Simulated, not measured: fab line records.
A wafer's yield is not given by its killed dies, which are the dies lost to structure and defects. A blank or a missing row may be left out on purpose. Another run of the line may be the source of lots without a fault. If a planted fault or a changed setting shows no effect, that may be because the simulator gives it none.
Chamber matching | flow n5_finfet | rie_diel-02 running N5_BEOL_M2_STRIP_36: 4 sister chambers
The step strips in N2/H2. 8 wafers are shown with their chamber, then 10 later ones without.

== WAFERS PAIRED WITH THEIR CHAMBERS ==
wafer  | chamber | drypump_motor_current_A (A) | showerhead_plenum_p_Torr (Torr)
L082.3 | 3       | 5.9                         | 2.55
L090.2 | 0       | 6.6                         | 2.70
L090.5 | 3       | 5.9                         | 2.54
L090.6 | 1       | 6.3                         | 2.51
L091.2 | 0       | 6.5                         | 2.70
L091.6 | 1       | 6.3                         | 2.51
L093.2 | 2       | 5.1                         | 2.51
L093.4 | 2       | 5.1                         | 2.50

== WAFERS MISSING THEIR CHAMBER ==
wafer  | drypump_motor_current_A (A) | showerhead_plenum_p_Torr (Torr)
L093.5 | 6.5                         | 2.69
L095.2 | 5.1                         | 2.50
L095.3 | 6.5                         | 2.69
L095.5 | 5.1                         | 2.50
L096.2 | 5.9                         | 2.54
L096.4 | 6.3                         | 2.51
L096.5 | 5.1                         | 2.50
L097.1 | 6.5                         | 2.69
L097.3 | 5.9                         | 2.54
L097.5 | 5.1                         | 2.50

== THE CHAMBER EACH PASSED THROUGH ==
wafer  | from the rows above | in truth
L093.5 | 0                   | 0
L095.2 | 2                   | 2
L095.3 | 0                   | 0
L095.5 | 2                   | 2
L096.2 | 3                   | 3
L096.4 | 1                   | 1
L096.5 | 2                   | 2
L097.1 | 0                   | 0
L097.3 | 3                   | 3
L097.5 | 2                   | 2
10 of 10 placed correctly. From these rows, 0 cannot be placed. Number placed wrongly: 0.
How it was worked out, from the rows above alone: a wafer's distance from a chamber is the root of the sum, over the readings, of the square of ((its reading less the chamber's mean) divided by the reading's scatter). If the next closest chamber is less than 2 further off than the closest, the wafer can't be placed; otherwise it belongs to the closest. A chamber's mean is the mean of its shown wafers. The scatter: the root of (the sum of the squares of (reading less its chamber's mean) over the shown wafers, divided by (wafers less chambers)).
